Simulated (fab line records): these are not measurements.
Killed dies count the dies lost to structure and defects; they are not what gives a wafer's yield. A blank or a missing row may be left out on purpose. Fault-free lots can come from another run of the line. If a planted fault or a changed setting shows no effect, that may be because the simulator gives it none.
8D (eight disciplines) problem report, filled in by code ; flow nand-harc ; the parts of the form that need people (team, actions taken, sign-off) are left out

== 1. WHAT WENT WRONG ==
Wafers with no fault read 200.1 nm with a standard deviation of 1.7, whereas thk-nm at NHARC_A_BONDPAD_THK_MEAS_30 reads a mean of 186.6 nm on 1 wafer of 1 lot. That puts it -7.9 standard deviations away from the usual mean.
The step: measures by ellipsometry.
Earliest sighting: wafer L858.4 on film-metro-01 at day 23 11:22. At this step, 36 wafers from 12 lots have a number in the record. Rule for "out", or "out of limits": more than 4 standard deviations from the usual mean. The other wafers with a number count as sound.

== 2. WHAT IT IS; WHAT IT IS NOT ==
question;is;is not
which readings at this step;thk-nm;-
which lots;L858;L838, L839, L840, L841, L844, L845, L846, L847, L848, L849, L851
which wafers of those lots;L858.4;L858.1, L858.2
read on which gauges;film-metro-01;film-metro-02
when;from day 23 11:22;up to then (35 sound wafers)

== 3. SUSPECTS, AND WHAT RULES EACH OUT ==
Counting: any tool at a process step up to the reading remains a suspect provided it ran every lot that is out. Sound lots after the first of them don't rule it out here, since some wafers of a struck lot are sound.
- the gauge at NHARC_A_BONDPAD_THK_MEAS_30: kept. All the wafers that are out were read on film-metro-01, and no step on other tools shows them out.
- pvd-sputter-01 at NHARC_A_M1_PVD_21 (deposits Cu, target thk 30 nm, time 20.49 s): kept. L858, the lot that is out, went through it at day 23 09:32; up to then, the latest sound lot through it was L849 at day 20 10:01. With no start given for some of its lots, NHARC_A_M1_PVD_21 uses the hours and lot order of NHARC_A_M1_CMP_23.
- cmp-03 at NHARC_A_M1_CMP_23 (polishes, t overpolish 20 s, target thk 154.34 nm): kept. L858, the lot that is out, went through it at day 23 09:32; up to then, the latest sound lot through it was L847 at day 20 09:22.
- pecvd-04 at NHARC_A_BONDPAD_DEP_00 (deposits SiCN, target thk 250 nm): kept. L858, the lot that is out, went through it at day 23 10:42; up to then, the latest sound lot through it was L848 at day 20 15:52.
- At NHARC_A_M1_CMP_23, inside cmp-03: chamber 0 took the wafers that are out, while their sound lot-mates went through chambers 1, 3.
Left after counting: pvd-sputter-01 at NHARC_A_M1_PVD_21, cmp-03 at NHARC_A_M1_CMP_23, pecvd-04 at NHARC_A_BONDPAD_DEP_00, film-metro-01 at NHARC_A_BONDPAD_THK_MEAS_30.

== 4. THE CAUSE (what the simulator had put in) ==
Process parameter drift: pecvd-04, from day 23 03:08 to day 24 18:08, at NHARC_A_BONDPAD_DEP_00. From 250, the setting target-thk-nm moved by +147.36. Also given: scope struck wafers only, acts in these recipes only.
Of the 4 suspects that counting leaves, this tool is one.

== 5. THE EFFECT CHAIN, in route order ==
Rows list readings where the struck wafers' mean (over those with a number) sits beyond 3 standard deviations from the usual. Only readings for which the record gives a usual standard deviation are gone through. hours: the time from each lot's start at the first step in this table that gives one to its start at this step, as a median over the lots. sigmas: the change in usual standard deviations.
hours;step;reading;usual;on struck wafers;change;sigmas
0;NHARC_A_BONDPAD_THK_MEAS_30;thk-nm;200.1 nm;186.6;-13.5;-7.9

== 6. WHAT WOULD HAVE CAUGHT IT SOONER ==
The first out-of-limits reading at a measuring or inspecting step in this record came at day 23 11:22, 8 hours after the fault's start at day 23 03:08.
No tool reading at NHARC_A_BONDPAD_DEP_00 that has a usual standard deviation in the record was out on any struck wafer, so an alarm limit of 4 standard deviations on those readings would not have fired.
By day 23 11:22, every lot that is out (1) had started NHARC_A_BONDPAD_DEP_00 on pecvd-04. A hold on the tool at that time would have spared none of them.
